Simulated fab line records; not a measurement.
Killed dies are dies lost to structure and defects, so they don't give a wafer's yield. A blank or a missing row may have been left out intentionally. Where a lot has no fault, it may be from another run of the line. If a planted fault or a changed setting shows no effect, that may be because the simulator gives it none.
Problem report, 8D (eight disciplines) form, completed by code || flow nand harc || the parts of the form that need people (team, actions taken, sign-off) are left out

## 1. WHAT IS WRONG
Mean of sort_bin_2_pct at NHARC_END_SORT_01: 93.8 % across 3 wafers in 3 lots; on wafers with no fault it is 3.0 % (standard deviation 1.1). Relative to the usual mean, that is a shift of +83 standard deviations.
Seen first at day 32 19:40 on prober-01, wafer L268.3. The record holds 12 wafers of 4 lots with a number at this step. Rule for "out" (also "out of limits"): further than 4 standard deviations from the usual mean. All remaining wafers that have a number are taken as sound.

## 2. WHAT IT IS AND WHAT IT IS NOT
{"question": "which readings at this step", "is": "sort_bin_2_pct, defect limited yield, killed at array, killed dies, sort n pass, sort rim yield pct, sort yield pct", "is not": "killed at other, killed at periphery, killed open, killed short, sort_bin_3_pct, sort_bin_4_pct"}
{"question": "which lots", "is": "L267, L268, L269", "is not": "L264"}
{"question": "which wafers of those lots", "is": "L267.3, L268.3, L269.3", "is not": "L267.1, L267.4, L268.2, L268.6, L269.4, L269.6"}
{"question": "read on which gauges", "is": "prober-01, prober-02", "is not": "-"}
{"question": "when", "is": "from day 32 19:40", "is not": "up to then (4 sound wafers); but 5 sound wafers of L267, L268, L269 came after"}

## 3. SUSPECTS, AND WHAT RULES EACH OUT
Counting: a tool at a process step up to the reading stays a suspect if it ran every lot that is out. Sound lots after the first of them don't rule it out here, since some wafers of a struck lot are sound.
- the gauge at NHARC_END_SORT_01 has been ruled out. Those wafers that are out were read across 2 gauges (prober-01, prober-02).
- ecd cu-01 at NHARC_A_BONDPAD_ECD_18 (material Cu, target thk 400 nm): kept. It ran every lot that is out, first L268 (day 31 04:45).
The count leaves ecd cu-01 at NHARC_A_BONDPAD_ECD_18.

## 4. THE CAUSE (what the simulator had put in)
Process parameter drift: ecd cu-01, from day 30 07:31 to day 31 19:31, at NHARC_A_BONDPAD_ECD_18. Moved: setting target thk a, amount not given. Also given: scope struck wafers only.
The count eliminated every tool but this one.

## 5. THE EFFECT CHAIN, in route order
One row per reading whose mean, taken over the struck wafers that have a number, lies over 3 standard deviations from the usual. Scope: only readings with a usual standard deviation given in the record; hours: median across lots of the time from each lot's start at the first step in this table that gives one to its start at this step; sigmas: change in usual standard deviations.
{"hours": 0, "step": "NHARC_END_SORT_01", "reading": "defect limited yield", "usual": "91.5 %", "on struck wafers": 0.0, "change": -91.5, "sigmas": -37}
{"hours": 0, "step": "NHARC_END_SORT_01", "reading": "killed at array", "usual": 52, "on struck wafers": 670, "change": "+618", "sigmas": "+36"}
{"hours": 0, "step": "NHARC_END_SORT_01", "reading": "killed dies", "usual": 58, "on struck wafers": 677, "change": "+619", "sigmas": "+36"}
{"hours": 0, "step": "NHARC_END_SORT_01", "reading": "sort_bin_2_pct", "usual": "3.0 %", "on struck wafers": 93.8, "change": "+90.8", "sigmas": "+83"}
{"hours": 0, "step": "NHARC_END_SORT_01", "reading": "sort n pass", "usual": 619, "on struck wafers": 0, "change": -619, "sigmas": -36}
{"hours": 0, "step": "NHARC_END_SORT_01", "reading": "sort rim yield pct", "usual": "90 %", "on struck wafers": 0, "change": -90, "sigmas": -18}
{"hours": 0, "step": "NHARC_END_SORT_01", "reading": "sort yield pct", "usual": "91.5 %", "on struck wafers": 0.0, "change": -91.5, "sigmas": -37}

## 6. HOW IT WOULD HAVE BEEN CAUGHT EARLIER
Counted from the fault's start at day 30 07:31, it took 60 hours until the first out-of-limits reading at a measuring or inspecting step in this record, taken at day 32 19:40.
The start of NHARC_A_BONDPAD_ECD_18 on ecd cu-01 came by day 32 19:40 for every one of the lots that are out (3). Holding the tool at that point would not have protected any of them.
